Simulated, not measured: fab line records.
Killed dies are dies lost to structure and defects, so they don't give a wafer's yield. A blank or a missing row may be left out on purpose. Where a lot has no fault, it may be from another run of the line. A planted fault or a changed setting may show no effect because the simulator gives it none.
Split-lot trial :: flow n5 finfet :: on a route of 1938 steps: 7 lots, 21 wafers read

## ABOUT THE SPLIT
At N5_MOL_CONTACT_COAG_EXPOSE_81 (exposes mask VG, defocus 0 nm), the setting dose mj was moved away from the recipe's 59.5 on 8 of the 21 wafers read, by -7.0% to +7.3%. This setting was run at the recipe's value on the other wafers.

## FROM THE SPLIT TO THE READING: what the file shows between them, 5 steps
- N5_MOL_CONTACT_COAG_PEB_82: peb time 60 s
- N5_MOL_CONTACT_COAG_DEVELOP_83: develop time 30 s
- N5_MOL_CONTACT_COAG_CD_MEAS_84: target cd 25.1 nm
- N5_MOL_CONTACT_COAG_PRECLEAN_144: cleans in alkaline clean, time 60 s
- N5_MOL_CONTACT_COAG_SRD_145: time 30 s

## THE READING
cd nm (nm) at N5_MOL_CONTACT_COAG_CD_MEAS_137, where the cd target is 16 nm. A value of 16.03 nm with a standard deviation of 0.3 nm is what fault-free wafers of this fab line usually give.

wafer: L075.2
tool, chamber at the split: euv scanner-02, 0
dose mj as run: 59.5
against the recipe: recipe
cd nm, nm: 16.13
against lot-mates on the recipe: -

wafer: L075.3
tool, chamber at the split: euv scanner-02, 0
dose mj as run: 63.83
against the recipe: +7.3%
cd nm, nm: 17.29
against lot-mates on the recipe: +1.23

wafer: L075.5
tool, chamber at the split: euv scanner-02, 0
dose mj as run: 59.5
against the recipe: recipe
cd nm, nm: 16.00
against lot-mates on the recipe: -

wafer: L076.2
tool, chamber at the split: euv scanner-02, 0
dose mj as run: 61.14
against the recipe: +2.8%
cd nm, nm: 16.90
against lot-mates on the recipe: +0.58

wafer: L076.3
tool, chamber at the split: euv scanner-02, 0
dose mj as run: 61.14
against the recipe: +2.8%
cd nm, nm: 17.03
against lot-mates on the recipe: +0.71

wafer: L076.6
tool, chamber at the split: euv scanner-02, 0
dose mj as run: 59.5
against the recipe: recipe
cd nm, nm: 16.32
against lot-mates on the recipe: -

wafer: L080.2
tool, chamber at the split: euv scanner-02, 0
dose mj as run: 59.5
against the recipe: recipe
cd nm, nm: 16.05
against lot-mates on the recipe: -

wafer: L080.3
tool, chamber at the split: euv scanner-02, 0
dose mj as run: 55.31
against the recipe: -7.0%
cd nm, nm: 14.62
against lot-mates on the recipe: -1.22

wafer: L080.5
tool, chamber at the split: euv scanner-02, 0
dose mj as run: 59.5
against the recipe: recipe
cd nm, nm: 15.63
against lot-mates on the recipe: -

wafer: L082.3
tool, chamber at the split: euv scanner-02, 0
dose mj as run: 59.5
against the recipe: recipe
cd nm, nm: 16.02
against lot-mates on the recipe: -

wafer: L082.4
tool, chamber at the split: euv scanner-02, 0
dose mj as run: 59.5
against the recipe: recipe
cd nm, nm: 15.53
against lot-mates on the recipe: -

wafer: L082.6
tool, chamber at the split: euv scanner-02, 0
dose mj as run: 59.5
against the recipe: recipe
cd nm, nm: 15.81
against lot-mates on the recipe: -

wafer: L085.2
tool, chamber at the split: euv scanner-02, 0
dose mj as run: 63.32
against the recipe: +6.4%
cd nm, nm: 17.13
against lot-mates on the recipe: +0.88

wafer: L085.3
tool, chamber at the split: euv scanner-02, 0
dose mj as run: 63.32
against the recipe: +6.4%
cd nm, nm: 16.87
against lot-mates on the recipe: +0.62

wafer: L085.4
tool, chamber at the split: euv scanner-02, 0
dose mj as run: 59.5
against the recipe: recipe
cd nm, nm: 16.25
against lot-mates on the recipe: -

wafer: L086.1
tool, chamber at the split: euv scanner-01, 0
dose mj as run: 59.5
against the recipe: recipe
cd nm, nm: 16.68
against lot-mates on the recipe: -

wafer: L086.4
tool, chamber at the split: euv scanner-01, 0
dose mj as run: 63.63
against the recipe: +6.9%
cd nm, nm: 17.69
against lot-mates on the recipe: +1.12

wafer: L086.5
tool, chamber at the split: euv scanner-01, 0
dose mj as run: 59.5
against the recipe: recipe
cd nm, nm: 16.47
against lot-mates on the recipe: -

wafer: L096.1
tool, chamber at the split: euv scanner-01, 0
dose mj as run: 59.5
against the recipe: recipe
cd nm, nm: 15.83
against lot-mates on the recipe: -

wafer: L096.4
tool, chamber at the split: euv scanner-01, 0
dose mj as run: 59.5
against the recipe: recipe
cd nm, nm: 16.12
against lot-mates on the recipe: -

wafer: L096.6
tool, chamber at the split: euv scanner-01, 0
dose mj as run: 55.36
against the recipe: -7.0%
cd nm, nm: 14.89
against lot-mates on the recipe: -1.09

FIT RESULTS
A straight line over all 21 wafers: cd nm changes by +0.186 nm for each +1% of dose mj; r = +0.92; the points scatter about the line by 0.31 nm.
The same after taking each lot's own level away (the mean of its wafers on the recipe; 21 wafers): +0.155 nm for each +1%; r = +0.96; scatter 0.17 nm.
The reading moves by 1.1 nm for the largest change in dose mj, on that fit.
The span of the lots' own levels, 15.787 to 16.575 nm, comes to 2.6 times the standard deviation stated above.
Hence the slope depends on the lot-to-lot level, as the two fits are not the same.
Check: for one of the wafers moved furthest among these (+7.3%), held out of the fit, the line's prediction against its lot-mates is +1.1 nm. Against them it came out at +1.23 nm.

## ADDITIONAL SPLITS CARRIED BY THESE WAFERS
These wafers also went through other splits before the reading. Each is held against what the fit with the lots' levels taken away leaves over:
other split on the same wafers: N5_SDB_COAT_05 spin rpm
wafers away from the commonest value: 7
r with cd nm (lot level and that fit taken away): -0.05

other split on the same wafers: N5_HKMG_FIN_COAT_42 spin rpm
wafers away from the commonest value: 7
r with cd nm (lot level and that fit taken away): -0.02

other split on the same wafers: N5_HKMG_FIN_ETCH_35 source w
wafers away from the commonest value: 8
r with cd nm (lot level and that fit taken away): -0.13

other split on the same wafers: N5_HKMG_FIN_ETCH_86 target depth a
wafers away from the commonest value: 11
r with cd nm (lot level and that fit taken away): +0.15

other split on the same wafers: N5_MOL_CONTACT_COAG_ETCH_105 bias w
wafers away from the commonest value: 8
r with cd nm (lot level and that fit taken away): -0.21

other split on the same wafers: N5_MOL_CONTACT_COAG_CONTACT_ETCH_14 source w
wafers away from the commonest value: 7
r with cd nm (lot level and that fit taken away): +0.02

## THE WHOLE CHAIN: every reading that the file lists as answering this split, in the file's order
step: N5_MOL_CONTACT_COAG_CD_MEAS_84
what it does: target cd 25.1 nm
reading: cd nm
change (the file's fit): +0.195 nm for each +1% of the setting
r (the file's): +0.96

step: N5_MOL_CONTACT_COAG_CD_MEAS_137
what it does: target cd 16 nm
reading: cd nm
change (the file's fit): +0.159 nm for each +1% of the setting
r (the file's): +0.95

## THE FILE'S OWN FIT
cd nm changes by +0.159 nm for each +1% of dose mj, r = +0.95.
